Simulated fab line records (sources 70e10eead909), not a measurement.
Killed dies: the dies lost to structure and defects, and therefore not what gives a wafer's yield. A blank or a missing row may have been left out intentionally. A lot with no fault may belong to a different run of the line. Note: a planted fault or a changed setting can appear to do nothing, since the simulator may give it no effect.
Which tool was responsible?    flow nandHarc    38 wafers from 13 lots sampled at 5 of the route's 1302 steps

## WHAT THE GAUGES SHOWED, per wafer
NHARC_A_ONON_D2_THK_MEAS_05: measures by ellipsometry. Usual: 1001 nm for thkNm, sd 12.
lot   measured      on            thkNm (nm)      flag
L865  day 12 16:35  filmMetro-02  987 986 986     
L864  day 12 16:40  filmMetro-01  982 982 983     
L866  day 13 10:32  filmMetro-02  992 992 993     
L868  day 13 22:55  filmMetro-02  1003 1005 1004  
L874  day 16 12:55  filmMetro-01  1016 1015       
L881  day 19 03:40  filmMetro-02  1028 1028 1028  
L880  day 19 03:40  filmMetro-01  1008 1009 1007  
L882  day 19 19:25  filmMetro-02  1001 1000 999   
L883  day 20 01:50  filmMetro-01  1006 1005 1005  
L884  day 20 21:19  filmMetro-02  1001 1002 1002  
L886  day 21 11:05  filmMetro-02  991 991 991     
L885  day 21 11:15  filmMetro-01  982 980 982     
L887  day 22 10:25  filmMetro-01  1025 1023 1022  

NHARC_A_ONON_D2_THK_MEAS_08: measures by ellipsometry. Usual: 1002 nm for thkNm, sd 9.6.
lot   measured      on            thkNm (nm)      flag
L865  day 12 17:10  filmMetro-01  981 982 983     
L864  day 12 17:14  filmMetro-02  1006 1006 1007  
L866  day 13 11:06  filmMetro-01  1014 1015 1013  
L868  day 13 23:29  filmMetro-01  998 997 999     
L874  day 16 13:29  filmMetro-01  1001 1001       
L881  day 19 04:14  filmMetro-01  1002 1001 1000  
L880  day 19 04:14  filmMetro-02  1008 1010 1008  
L882  day 19 19:58  filmMetro-01  993 993 995     
L883  day 20 02:24  filmMetro-01  1020 1020 1021  
L884  day 20 21:52  filmMetro-01  995 996 994     
L886  day 21 11:39  filmMetro-02  1003 1006 1004  
L885  day 21 11:49  filmMetro-01  1014 1016 1014  
L887  day 22 10:59  filmMetro-01  988 990 990     

NHARC_A_ONON_D2_THK_MEAS_18: measures by ellipsometry. Usual: 1001 nm for thkNm, sd 12.
lot   measured      on            thkNm (nm)      flag
L865  day 13 01:41  filmMetro-01  1021 1018 1020  
L864  day 13 01:41  filmMetro-02  1004 1002 1002  
L866  day 13 23:37  filmMetro-01  992 992 992     
L868  day 14 08:45  filmMetro-02  987 988 987     
L874  day 16 23:50  filmMetro-01  776 1010        OFF
L881  day 19 15:23  filmMetro-01  993 994 994     
L880  day 19 15:24  filmMetro-02  999 999 1000    
L882  day 20 04:55  filmMetro-01  992 994 993     
L883  day 20 10:55  filmMetro-02  989 988 989     
L884  day 21 06:45  filmMetro-02  1000 1000 997   
L886  day 21 20:44  filmMetro-01  1000 1000 1000  
L885  day 21 20:28  filmMetro-01  1010 1010 1009  
L887  day 22 20:46  filmMetro-01  1019 1017 1019  

NHARC_END_SORT_01. Usual: killedAtArray 56, standard deviation 19; killedAtOther 1.0, standard deviation 1.3; killedAtPeriphery 3.8, standard deviation 2.2; killedDies 61, standard deviation 19; killedOpen 3.1, standard deviation 1.9; killedShort 2.3, standard deviation 1.5.
lot   measured      on         killedAtArray  killedAtOther  killedAtPeriphery  killedDies  killedOpen  killedShort  flag
L874  day 28 01:10  prober-01  670 65         2 1            5 2                677 68      3 1         2 1          OFF

## TOOL THAT RAN EACH LOT (tool first, then ch and the chambers of the sampled wafers, then the start)
lot   NHARC_A_ONON_D2_DEP_16
L865  pecvdOnon-01 ch 0, day 13 01:11
L864  pecvdOnon-02 ch 0, day 13 01:11
L866  pecvdOnon-04 ch 0, day 13 23:07
L868  pecvdOnon-02 ch 0, day 14 08:21
L874  pecvdOnon-01 ch 0, day 16 23:23
L881  pecvdOnon-01 ch 0, day 19 14:53
L880  pecvdOnon-02 ch 0, day 19 14:57
L882  pecvdOnon-04 ch 0, day 20 04:31
L883  pecvdOnon-01 ch 0, day 20 10:27
L884  pecvdOnon-02 ch 0, day 21 06:25
L886  pecvdOnon-02 ch 0, day 21 20:13
L885  pecvdOnon-01 ch 0, day 21 20:01
L887  pecvdOnon-01 ch 0, day 22 20:16
- NHARC_A_ONON_D2_DEP_16: target thk 1000 nm.

## WHAT THE TOOLS THEMSELVES READ (means of the sampled wafers that have a number; where no wafer has one, the mark that the record gives instead)
NHARC_A_ONON_D2_DEP_16. Usual: 210.0 sccm for sih4FlowSccm, sd 0.61.
lot   tool          sih4FlowSccm (sccm)  flag
L865  pecvdOnon-01  209.2                
L864  pecvdOnon-02  210.0                
L866  pecvdOnon-04  209.8                
L868  pecvdOnon-02  210.4                
L874  pecvdOnon-01  209.9                
L881  pecvdOnon-01  209.8                
L880  pecvdOnon-02  210.5                
L882  pecvdOnon-04  210.7                
L883  pecvdOnon-01  210.0                
L884  pecvdOnon-02  209.7                
L886  pecvdOnon-02  209.6                
L885  pecvdOnon-01  209.9                
L887  pecvdOnon-01  210.2                

## THE ANSWER, worked out from the rows above alone
Rule: a lot counts as off when the mean over its wafers that have a number is more than 3 standard deviations away from the usual mean. Also off: a lot with no number at a reading for which 4 or more lots have one. The other lots that the step has rows for count as sound. Order of review: gauges by route order, followed by the tools' own readings, for which a lot's mean as printed above is used. At the first step where some lot is off, the reading lying furthest off is the one used; lots without a number count as furthest.
Off at NHARC_A_ONON_D2_THK_MEAS_18 (thkNm): L874.
A tool fits if, at a process step before that reading, it ran every lot that is off, and no sound lot after the first of them. The gauges at NHARC_A_ONON_D2_THK_MEAS_18 aren't tried: what is off there is off at NHARC_END_SORT_01 too, on other tools, and a gauge's error can't cause that. Not one of the candidates tried fits.

## WHAT THE SIMULATOR HAD PUT IN
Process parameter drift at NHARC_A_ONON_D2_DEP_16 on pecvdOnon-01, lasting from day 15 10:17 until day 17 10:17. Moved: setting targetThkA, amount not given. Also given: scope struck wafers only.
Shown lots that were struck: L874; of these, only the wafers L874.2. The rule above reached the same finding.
